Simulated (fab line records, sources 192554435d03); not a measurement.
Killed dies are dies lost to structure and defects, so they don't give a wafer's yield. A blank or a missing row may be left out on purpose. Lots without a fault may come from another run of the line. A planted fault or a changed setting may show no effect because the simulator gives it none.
One fault seen from 2 desks | flow n5_finfet | each desk has only its own numbers; what lay behind them comes last

THE METROLOGY DESK
What the gauges read, lot by lot, whatever tool the lot ran on: means of the sampled wafers that have a number. A lot is out of limits, marked OUT, if its mean lies more than 4 standard deviations from the usual mean; the brackets give that distance. Of its 10 readings 7 are shown: those that lie furthest out on some lot.
Columns: A = DIBL_P at N5_BEOL_M4_RC_MEAS_101, usual 36.3 mV/V; B = IOFF_N at N5_BEOL_M4_RC_MEAS_101, usual 0.16 nA/um; C = IOFF_P at N5_BEOL_M4_RC_MEAS_101, usual 0.21 nA/um; D = ION_N at N5_BEOL_M4_RC_MEAS_101, usual 678 uA/um; E = SS_P at N5_BEOL_M4_RC_MEAS_101, usual 73.3 mV/dec; F = VT_N at N5_BEOL_M4_RC_MEAS_101, usual 249 mV; G = VT_P at N5_BEOL_M4_RC_MEAS_101, usual -250.0 mV
lot  | first seen here | A    | B    | C    | D   | E    | F   | G
L812 | day 7 18:09     | 35.0 | 0.14 | 0.23 | 659 | 73.2 | 254 | -245.4
L813 | day 8 10:25     | 36.9 | 0.19 | 0.25 | 684 | 72.7 | 245 | -247.7
L815 | day 8 13:13     | 32.2 | 0.11 | 0.17 | 656 | 72.3 | 255 | -252.9
L814 | day 8 23:31     | 36.6 | 0.16 | 0.20 | 674 | 73.8 | 252 | -252.4
L816 | day 9 03:50     | 36.3 | 0.18 | 0.25 | 686 | 73.7 | 248 | -250.6
L817 | day 9 06:07     | 37.4 | 0.16 | 0.21 | 679 | 73.2 | 252 | -253.0
L829 | day 13 11:09    | 35.7 | 0.15 | 0.20 | 664 | 72.5 | 252 | -249.8
L833 | day 13 18:13    | 37.4 | 0.18 | 0.19 | 678 | 73.6 | 250 | -254.4
L831 | day 13 20:16    | 35.2 | 0.14 | 0.20 | 675 | 72.5 | 250 | -249.8
L835 | day 14 01:16    | 35.8 | 0.15 | 0.21 | 674 | 73.7 | 251 | -250.2
L834 | day 14 13:26    | 39.0 | 0.21 | 0.27 | 693 | 74.2 | 244 | -246.3
This desk's finding: nothing out of limits on any of the 11 lots.

THE DEFECT DESK
What the inspections along the route counted, lot by lot: means of the sampled wafers that have a number. A lot is out of limits, marked OUT, if its mean lies more than 4 standard deviations from the usual mean; the brackets give that distance.
Columns: A = raw_defect_count at N5_SD_EPI_N_INSPECT_11, usual 2.2
lot  | first seen here | A
L812 | day 3 00:47     | 1.5
L813 | day 3 09:06     | 1.3
L814 | day 3 14:53     | 1.5
L815 | day 3 17:41     | 2.0
L816 | day 3 23:56     | 8.3 (+4.1) OUT
L817 | day 4 08:11     | 8.7 (+4.3) OUT
L829 | day 7 07:31     | 1.5
L831 | day 7 20:07     | 3.5
L833 | day 8 05:16     | 3.5
L834 | day 8 16:28     | 3.7
L835 | day 8 21:26     | 3.0
This desk's finding: out of limits on L816, L817; first on L816, day 3 23:56 (raw_defect_count at N5_SD_EPI_N_INSPECT_11). In limits: L812, L813, L814, L815, L829, L831, L833, L834, L835.

PUT TOGETHER
The defect desk could have raised an alarm at day 3 23:56, on L816, L817.
The metrology desk saw nothing out of limits.
The metrology desk has L816, L817 on record, within its limits.
Of the lots named, all ran N5_DUMMY_GATE_PECVD_30 on pecvd-02.

WHAT THE SIMULATOR HAD PUT IN
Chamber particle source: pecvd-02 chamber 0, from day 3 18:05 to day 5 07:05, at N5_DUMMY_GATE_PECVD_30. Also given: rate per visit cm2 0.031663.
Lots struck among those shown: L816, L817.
Hours from the fault's start to each desk's first reading out of limits: the defect desk, 6.
